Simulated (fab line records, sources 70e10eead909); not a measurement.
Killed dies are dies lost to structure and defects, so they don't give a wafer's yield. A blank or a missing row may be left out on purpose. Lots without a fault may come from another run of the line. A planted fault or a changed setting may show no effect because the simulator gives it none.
Chamber matching | flow nand_harc | NHARC_P_CONTACT_DEP_30 on pecvd-02: 3 sister chambers
The step deposits SiNx, target thk 30 nm. 14 wafers are shown with their chamber, then 7 later ones without.

WAFERS WITH THEIR CHAMBER
wafer  | chamber | heater_power_w (W)
L875.1 | 1       | 891
L875.4 | 1       | 877
L875.6 | 0       | 704
L876.1 | 1       | 807
L876.2 | 2       | 803
L876.4 | 1       | 772
L877.1 | 2       | 833
L877.3 | 1       | 838
L877.5 | 0       | 627
L879.2 | 0       | 754
L879.4 | 1       | 874
L879.5 | 0       | 750
L881.1 | 1       | 880
L881.3 | 0       | 704

SIGNATURES (means of the wafers above)
reading        | chamber 0 | chamber 1 | chamber 2 | scatter within a chamber
heater_power_w | 707.80    | 848.43    | 818.00    | 45.6
Rule: a wafer's distance from a chamber is the root of the sum, over the readings, of the square of ((its reading less the chamber's mean) divided by the reading's scatter). The wafer belongs to the nearest chamber; if the next one is less than 2 further off, it can't be placed. The scatter: the root of (the sum of the squares of (reading less its chamber's mean) over the shown wafers, divided by (wafers less chambers)).

WAFERS WITHOUT THEIR CHAMBER
wafer  | heater_power_w (W)
L881.5 | 694
L882.2 | 738
L882.3 | 729
L882.5 | 739
L894.2 | 853
L894.3 | 681
L894.5 | 698

WHICH CHAMBER EACH WENT THROUGH
wafer  | from the rows above          | in truth
L881.5 | 0                            | 0
L882.2 | can't be placed: 0 or 2 or 1 | 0
L882.3 | can't be placed: 0 or 2      | 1
L882.5 | can't be placed: 0 or 2 or 1 | 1
L894.2 | can't be placed: 1 or 2      | 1
L894.3 | 0                            | 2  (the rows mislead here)
L894.5 | 0                            | 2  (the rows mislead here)
Placed correctly: 1 of 7. Can't be placed from these rows: 4 (the true chamber is among the candidates in 3). Placed wrongly: 2.
